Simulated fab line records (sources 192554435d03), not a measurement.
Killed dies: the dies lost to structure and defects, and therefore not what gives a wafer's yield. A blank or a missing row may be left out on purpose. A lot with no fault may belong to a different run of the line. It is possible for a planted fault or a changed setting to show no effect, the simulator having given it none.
Which tool was responsible? :: flow n5Finfet :: 20 lots with 60 wafers sampled at 3 steps, on a route of 1938 steps

WHAT THE GAUGES SHOWED, per wafer
N5_BEOL_M0_SAQP_OVL_MEAS_15. Usual: M0_CORE_OVL typically reads 0.1 nm, with standard deviation 0.72.
lot: L075
measured: day 5 14:35
on: overlay-01
M0_CORE_OVL (nm): -0.3 0.5 -0.3
flag: 

lot: L074
measured: day 5 17:52
on: overlay-02
M0_CORE_OVL (nm): 0.0 -0.3 0.0
flag: 

lot: L076
measured: day 5 21:54
on: overlay-01
M0_CORE_OVL (nm): 0.5 0.4 0.0
flag: 

lot: L077
measured: day 6 04:48
on: overlay-01
M0_CORE_OVL (nm): -0.8 -0.5 -0.2
flag: 

lot: L078
measured: day 6 13:13
on: overlay-02
M0_CORE_OVL (nm): 1.0 0.1 0.2
flag: 

lot: L080
measured: day 6 22:41
on: overlay-01
M0_CORE_OVL (nm): -0.7 0.3 0.1
flag: 

lot: L081
measured: day 7 02:49
on: overlay-02
M0_CORE_OVL (nm): -0.3 -1.5 -0.5
flag: 

lot: L082
measured: day 7 10:35
on: overlay-01
M0_CORE_OVL (nm): 0.4 0.3 1.1
flag: 

lot: L083
measured: day 7 13:29
on: overlay-01
M0_CORE_OVL (nm): 0.2 0.2 0.1
flag: 

lot: L084
measured: day 8 06:49
on: overlay-02
M0_CORE_OVL (nm): -0.6 -1.4 -0.4
flag: 

lot: L086
measured: day 8 23:38
on: overlay-01
M0_CORE_OVL (nm): -0.6 0.8 1.2
flag: 

lot: L087
measured: day 9 18:17
on: overlay-01
M0_CORE_OVL (nm): -0.5 -0.6 0.8
flag: 

lot: L088
measured: day 9 21:21
on: overlay-01
M0_CORE_OVL (nm): 0.4 0.8 -0.4
flag: 

lot: L089
measured: day 9 21:31
on: overlay-02
M0_CORE_OVL (nm): 0.3 0.4 0.4
flag: 

lot: L090
measured: day 9 23:56
on: overlay-01
M0_CORE_OVL (nm): -0.8 -0.6 -0.1
flag: 

lot: L091
measured: day 9 23:39
on: overlay-02
M0_CORE_OVL (nm): -1.0 0.2 -1.7
flag: 

lot: L092
measured: day 10 03:56
on: overlay-01
M0_CORE_OVL (nm): 1.3 0.6 0.2
flag: 

lot: L093
measured: day 10 10:10
on: overlay-01
M0_CORE_OVL (nm): -0.3 0.2 -0.3
flag: 

lot: L095
measured: day 11 01:53
on: overlay-01
M0_CORE_OVL (nm): 0.4 0.1 0.3
flag: 

lot: L097
measured: day 11 10:46
on: overlay-02
M0_CORE_OVL (nm): -0.8 0.7 1.3
flag: 

EACH LOT AND THE TOOL THAT RAN IT (in order: tool; ch and the chambers of the sampled wafers; start)
lot: L075
N5_MOL_CONTACT_COAG_ETCHBACK_132: rieDiel-05 ch 0,2,3, day 5 05:53
N5_MOL_CONTACT_COAG_ETCH_67: rieDiel-05 ch 0,1,3, day 5 07:17

lot: L074
N5_MOL_CONTACT_COAG_ETCHBACK_132: rieDiel-06 ch 1,2, day 5 06:12
N5_MOL_CONTACT_COAG_ETCH_67: rieDiel-02 ch 0,3, day 5 07:29

lot: L076
N5_MOL_CONTACT_COAG_ETCHBACK_132: rieDiel-05 ch 0,1,3, day 5 14:00
N5_MOL_CONTACT_COAG_ETCH_67: rieDiel-02 ch 0,2,3, day 5 15:31

lot: L077
N5_MOL_CONTACT_COAG_ETCHBACK_132: rieDiel-05 ch 0,1,2, day 5 21:38
N5_MOL_CONTACT_COAG_ETCH_67: rieDiel-02 ch 0,1,2, day 5 22:55

lot: L078
N5_MOL_CONTACT_COAG_ETCHBACK_132: rieDiel-05 ch 0,3, day 6 05:49
N5_MOL_CONTACT_COAG_ETCH_67: rieDiel-06 ch 0,2,3, day 6 07:14

lot: L080
N5_MOL_CONTACT_COAG_ETCHBACK_132: rieDiel-02 ch 0,2,3, day 6 15:19
N5_MOL_CONTACT_COAG_ETCH_67: rieDiel-05 ch 0,2, day 6 16:44

lot: L081
N5_MOL_CONTACT_COAG_ETCHBACK_132: rieDiel-02 ch 0,2,3, day 6 18:20
N5_MOL_CONTACT_COAG_ETCH_67: rieDiel-06 ch 0,2,3, day 6 19:43

lot: L082
N5_MOL_CONTACT_COAG_ETCHBACK_132: rieDiel-05 ch 0,1,2, day 7 01:54
N5_MOL_CONTACT_COAG_ETCH_67: rieDiel-05 ch 0,1,2, day 7 03:21

lot: L083
N5_MOL_CONTACT_COAG_ETCHBACK_132: rieDiel-05 ch 2,3, day 7 06:34
N5_MOL_CONTACT_COAG_ETCH_67: rieDiel-02 ch 1,2,3, day 7 07:52

lot: L084
N5_MOL_CONTACT_COAG_ETCHBACK_132: rieDiel-06 ch 0,1,2, day 7 20:34
N5_MOL_CONTACT_COAG_ETCH_67: rieDiel-02 ch 0,1, day 7 22:02

lot: L086
N5_MOL_CONTACT_COAG_ETCHBACK_132: rieDiel-02 ch 2,3, day 8 15:23
N5_MOL_CONTACT_COAG_ETCH_67: rieDiel-02 ch 1,2,3, day 8 17:17

lot: L087
N5_MOL_CONTACT_COAG_ETCHBACK_132: rieDiel-05 ch 0,1,2, day 9 09:03
N5_MOL_CONTACT_COAG_ETCH_67: rieDiel-05 ch 0,1,2, day 9 11:47

lot: L088
N5_MOL_CONTACT_COAG_ETCHBACK_132: rieDiel-05 ch 0,1,2, day 9 09:49
N5_MOL_CONTACT_COAG_ETCH_67: rieDiel-05 ch 1,2, day 9 13:06

lot: L089
N5_MOL_CONTACT_COAG_ETCHBACK_132: rieDiel-02 ch 0,1,2, day 9 09:52
N5_MOL_CONTACT_COAG_ETCH_67: rieDiel-02 ch 1,2, day 9 13:08

lot: L090
N5_MOL_CONTACT_COAG_ETCHBACK_132: rieDiel-02 ch 0,1,2, day 9 12:03
N5_MOL_CONTACT_COAG_ETCH_67: rieDiel-05 ch 0,1, day 9 14:54

lot: L091
N5_MOL_CONTACT_COAG_ETCHBACK_132: rieDiel-02 ch 0,1,3, day 9 15:10
N5_MOL_CONTACT_COAG_ETCH_67: rieDiel-02 ch 0,3, day 9 17:11

lot: L092
N5_MOL_CONTACT_COAG_ETCHBACK_132: rieDiel-05 ch 0,1,2, day 9 16:01
N5_MOL_CONTACT_COAG_ETCH_67: rieDiel-02 ch 0,1,3, day 9 18:35

lot: L093
N5_MOL_CONTACT_COAG_ETCHBACK_132: rieDiel-05 ch 0,1, day 9 23:03
N5_MOL_CONTACT_COAG_ETCH_67: rieDiel-05 ch 1,2,3, day 10 02:56

lot: L095
N5_MOL_CONTACT_COAG_ETCHBACK_132: rieDiel-06 ch 0,2, day 10 17:47
N5_MOL_CONTACT_COAG_ETCH_67: rieDiel-02 ch 1,2,3, day 10 19:05

lot: L097
N5_MOL_CONTACT_COAG_ETCHBACK_132: rieDiel-06 ch 0,1,3, day 11 03:28
N5_MOL_CONTACT_COAG_ETCH_67: rieDiel-02 ch 0,2, day 11 05:01
- N5_MOL_CONTACT_COAG_ETCHBACK_132: etches SiO2 in CHF3, target depth 10 nm, time 6.7 s.
- N5_MOL_CONTACT_COAG_ETCH_67: etches SOC in N2/H2, target depth 60 nm, overetch 21 nm, time 101.2 s.

AS READ BY THE TOOLS THEMSELVES (means over the sampled wafers that have a number; for cases with no such wafer, the mark the record gives instead)
N5_MOL_CONTACT_COAG_ETCHBACK_132. Usual: drypumpMotorCurrentA 5.5 A, standard deviation 0.46; mfcArSccm 200.0 sccm, standard deviation 0.58; oesProductAu 0.80 a.u., standard deviation 0.078; rfVppV 524 V, standard deviation 14; showerheadPlenumPTorr 2.39 Torr, standard deviation 0.066; throttleValvePct 18.52 %, standard deviation 0.29.
lot: L075
tool: rieDiel-05
drypumpMotorCurrentA (A): 5.4
mfcArSccm (sccm): 200.1
oesProductAu (a.u.): 0.78
rfVppV (V): 522
showerheadPlenumPTorr (Torr): 2.37
throttleValvePct (%): 18.59
flag: 

lot: L074
tool: rieDiel-06
drypumpMotorCurrentA (A): 5.5
mfcArSccm (sccm): 199.6
oesProductAu (a.u.): 0.69
rfVppV (V): 508
showerheadPlenumPTorr (Torr): 2.33
throttleValvePct (%): 18.88
flag: 

lot: L076
tool: rieDiel-05
drypumpMotorCurrentA (A): 5.1
mfcArSccm (sccm): 199.9
oesProductAu (a.u.): 0.73
rfVppV (V): 516
showerheadPlenumPTorr (Torr): 2.35
throttleValvePct (%): 18.54
flag: 

lot: L077
tool: rieDiel-05
drypumpMotorCurrentA (A): 5.3
mfcArSccm (sccm): 200.1
oesProductAu (a.u.): 0.76
rfVppV (V): 516
showerheadPlenumPTorr (Torr): 2.36
throttleValvePct (%): 18.51
flag: 

lot: L078
tool: rieDiel-05
drypumpMotorCurrentA (A): 5.3
mfcArSccm (sccm): 200.0
oesProductAu (a.u.): 0.78
rfVppV (V): 517
showerheadPlenumPTorr (Torr): 2.34
throttleValvePct (%): 18.55
flag: 

lot: L080
tool: rieDiel-02
drypumpMotorCurrentA (A): 5.6
mfcArSccm (sccm): 200.1
oesProductAu (a.u.): 0.86
rfVppV (V): 530
showerheadPlenumPTorr (Torr): 2.41
throttleValvePct (%): 18.30
flag: 

lot: L081
tool: rieDiel-02
drypumpMotorCurrentA (A): 5.6
mfcArSccm (sccm): 200.2
oesProductAu (a.u.): 0.86
rfVppV (V): 531
showerheadPlenumPTorr (Torr): 2.41
throttleValvePct (%): 18.30
flag: 

lot: L082
tool: rieDiel-05
drypumpMotorCurrentA (A): 5.2
mfcArSccm (sccm): 200.4
oesProductAu (a.u.): 0.86
rfVppV (V): 518
showerheadPlenumPTorr (Torr): 2.36
throttleValvePct (%): 18.40
flag: 

lot: L083
tool: rieDiel-05
drypumpMotorCurrentA (A): 5.4
mfcArSccm (sccm): 200.5
oesProductAu (a.u.): 0.72
rfVppV (V): 526
showerheadPlenumPTorr (Torr): 2.38
throttleValvePct (%): 18.72
flag: 

lot: L084
tool: rieDiel-06
drypumpMotorCurrentA (A): 5.5
mfcArSccm (sccm): 200.2
oesProductAu (a.u.): 0.75
rfVppV (V): 515
showerheadPlenumPTorr (Torr): 2.38
throttleValvePct (%): 18.80
flag: 

lot: L086
tool: rieDiel-02
drypumpMotorCurrentA (A): 5.6
mfcArSccm (sccm): 200.4
oesProductAu (a.u.): 0.82
rfVppV (V): 527
showerheadPlenumPTorr (Torr): 2.43
throttleValvePct (%): 18.37
flag: 

lot: L087
tool: rieDiel-05
drypumpMotorCurrentA (A): 5.2
mfcArSccm (sccm): 199.7
oesProductAu (a.u.): 0.83
rfVppV (V): 516
showerheadPlenumPTorr (Torr): 2.35
throttleValvePct (%): 18.42
flag: 

lot: L088
tool: rieDiel-05
drypumpMotorCurrentA (A): 5.2
mfcArSccm (sccm): 199.5
oesProductAu (a.u.): 0.82
rfVppV (V): 516
showerheadPlenumPTorr (Torr): 2.35
throttleValvePct (%): 18.42
flag: 

lot: L089
tool: rieDiel-02
drypumpMotorCurrentA (A): 5.7
mfcArSccm (sccm): 200.3
oesProductAu (a.u.): 0.80
rfVppV (V): 541
showerheadPlenumPTorr (Torr): 2.42
throttleValvePct (%): 18.45
flag: 

lot: L090
tool: rieDiel-02
drypumpMotorCurrentA (A): 5.7
mfcArSccm (sccm): 200.5
oesProductAu (a.u.): 0.80
rfVppV (V): 540
showerheadPlenumPTorr (Torr): 2.42
throttleValvePct (%): 18.44
flag: 

lot: L091
tool: rieDiel-02
drypumpMotorCurrentA (A): 5.8
mfcArSccm (sccm): 199.7
oesProductAu (a.u.): 0.78
rfVppV (V): 530
showerheadPlenumPTorr (Torr): 2.38
throttleValvePct (%): 18.56
flag: 

lot: L092
tool: rieDiel-05
drypumpMotorCurrentA (A): 5.2
mfcArSccm (sccm): 200.0
oesProductAu (a.u.): 0.81
rfVppV (V): 516
showerheadPlenumPTorr (Torr): 2.35
throttleValvePct (%): 18.42
flag: 

lot: L093
tool: rieDiel-05
drypumpMotorCurrentA (A): 5.0
mfcArSccm (sccm): 200.2
oesProductAu (a.u.): 0.84
rfVppV (V): 510
showerheadPlenumPTorr (Torr): 2.32
throttleValvePct (%): 18.23
flag: 

lot: L095
tool: rieDiel-06
drypumpMotorCurrentA (A): 6.0
mfcArSccm (sccm): 200.1
oesProductAu (a.u.): 0.75
rfVppV (V): 512
showerheadPlenumPTorr (Torr): 2.35
throttleValvePct (%): 19.03
flag: 

lot: L097
tool: rieDiel-06
drypumpMotorCurrentA (A): 5.6
mfcArSccm (sccm): 199.8
oesProductAu (a.u.): 0.84
rfVppV (V): 526
showerheadPlenumPTorr (Torr): 2.42
throttleValvePct (%): 18.54
flag: 

N5_MOL_CONTACT_COAG_ETCH_67. Usual: drypumpMotorCurrentA 5.6 A, standard deviation 0.46; oesProductAu 0.67 a.u., standard deviation 0.065; rfVppV 524.3 V, standard deviation 2.6; showerheadPlenumPTorr 2.56 Torr, standard deviation 0.086; throttleValvePct 17.6 %, standard deviation 0.31.
lot: L075
tool: rieDiel-05
drypumpMotorCurrentA (A): 5.2
oesProductAu (a.u.): 0.62
rfVppV (V): 522.9
showerheadPlenumPTorr (Torr): 2.50
throttleValvePct (%): 17.6
flag: 

lot: L074
tool: rieDiel-02
drypumpMotorCurrentA (A): 5.8
oesProductAu (a.u.): 0.70
rfVppV (V): 524.3
showerheadPlenumPTorr (Torr): 2.54
throttleValvePct (%): 17.5
flag: 

lot: L076
tool: rieDiel-02
drypumpMotorCurrentA (A): 5.6
oesProductAu (a.u.): 0.73
rfVppV (V): 525.3
showerheadPlenumPTorr (Torr): 2.58
throttleValvePct (%): 17.4
flag: 

lot: L077
tool: rieDiel-02
drypumpMotorCurrentA (A): 5.7
oesProductAu (a.u.): 0.70
rfVppV (V): 525.2
showerheadPlenumPTorr (Torr): 2.60
throttleValvePct (%): 17.5
flag: 

lot: L078
tool: rieDiel-06
drypumpMotorCurrentA (A): 6.0
oesProductAu (a.u.): 0.65
rfVppV (V): 525.2
showerheadPlenumPTorr (Torr): 2.57
throttleValvePct (%): 17.9
flag: 

lot: L080
tool: rieDiel-05
drypumpMotorCurrentA (A): 5.4
oesProductAu (a.u.): 0.69
rfVppV (V): 521.9
showerheadPlenumPTorr (Torr): 2.50
throttleValvePct (%): 17.6
flag: 

lot: L081
tool: rieDiel-06
drypumpMotorCurrentA (A): 6.0
oesProductAu (a.u.): 0.65
rfVppV (V): 524.8
showerheadPlenumPTorr (Torr): 2.57
throttleValvePct (%): 17.9
flag: 

lot: L082
tool: rieDiel-05
drypumpMotorCurrentA (A): 5.3
oesProductAu (a.u.): 0.73
rfVppV (V): 523.7
showerheadPlenumPTorr (Torr): 2.51
throttleValvePct (%): 17.5
flag: 

lot: L083
tool: rieDiel-02
drypumpMotorCurrentA (A): 5.7
oesProductAu (a.u.): 0.68
rfVppV (V): 526.0
showerheadPlenumPTorr (Torr): 2.63
throttleValvePct (%): 17.6
flag: 

lot: L084
tool: rieDiel-02
drypumpMotorCurrentA (A): 5.9
oesProductAu (a.u.): 0.64
rfVppV (V): 525.0
showerheadPlenumPTorr (Torr): 2.57
throttleValvePct (%): 17.8
flag: 

lot: L086
tool: rieDiel-02
drypumpMotorCurrentA (A): 5.7
oesProductAu (a.u.): 0.67
rfVppV (V): 526.4
showerheadPlenumPTorr (Torr): 2.62
throttleValvePct (%): 17.6
flag: 

lot: L087
tool: rieDiel-05
drypumpMotorCurrentA (A): 5.2
oesProductAu (a.u.): 0.69
rfVppV (V): 523.5
showerheadPlenumPTorr (Torr): 2.50
throttleValvePct (%): 17.5
flag: 

lot: L088
tool: rieDiel-05
drypumpMotorCurrentA (A): 5.1
oesProductAu (a.u.): 0.72
rfVppV (V): 522.2
showerheadPlenumPTorr (Torr): 2.51
throttleValvePct (%): 17.3
flag: 

lot: L089
tool: rieDiel-02
drypumpMotorCurrentA (A): 5.5
oesProductAu (a.u.): 0.68
rfVppV (V): 527.5
showerheadPlenumPTorr (Torr): 2.67
throttleValvePct (%): 17.5
flag: 

lot: L090
tool: rieDiel-05
drypumpMotorCurrentA (A): 5.0
oesProductAu (a.u.): 0.72
rfVppV (V): 521.6
showerheadPlenumPTorr (Torr): 2.48
throttleValvePct (%): 17.3
flag: 

lot: L091
tool: rieDiel-02
drypumpMotorCurrentA (A): 5.7
oesProductAu (a.u.): 0.68
rfVppV (V): 522.6
showerheadPlenumPTorr (Torr): 2.49
throttleValvePct (%): 17.5
flag: 

lot: L092
tool: rieDiel-02
drypumpMotorCurrentA (A): 5.8
oesProductAu (a.u.): 0.65
rfVppV (V): 523.4
showerheadPlenumPTorr (Torr): 2.55
throttleValvePct (%): 17.7
flag: 

lot: L093
tool: rieDiel-05
drypumpMotorCurrentA (A): 5.3
oesProductAu (a.u.): 0.74
rfVppV (V): 522.6
showerheadPlenumPTorr (Torr): 2.51
throttleValvePct (%): 17.4
flag: 

lot: L095
tool: rieDiel-02
drypumpMotorCurrentA (A): 5.7
oesProductAu (a.u.): 0.65
rfVppV (V): 525.9
showerheadPlenumPTorr (Torr): 2.61
throttleValvePct (%): 17.7
flag: 

lot: L097
tool: rieDiel-02
drypumpMotorCurrentA (A): 5.6
oesProductAu (a.u.): 0.68
rfVppV (V): 523.9
showerheadPlenumPTorr (Torr): 2.53
throttleValvePct (%): 17.4
flag: 

THE ANSWER, worked out from the rows above alone
Rule: take the mean of a lot's wafers that have a number; if it is more than 3 standard deviations from the usual mean, the lot is off. Also off: a lot with no number at a reading for which 4 or more lots have one. Any other lot the step has rows for is counted as sound. After the gauges, taken in route order, come the tools' own readings; for these a lot's mean is taken, as printed above. At the first step where some lot is off, the reading lying furthest off is the one used; lots without a number count as furthest.
Across all readings shown, no lot is off: no conclusion can be drawn from this.

WHAT THE SIMULATOR HAD PUT IN
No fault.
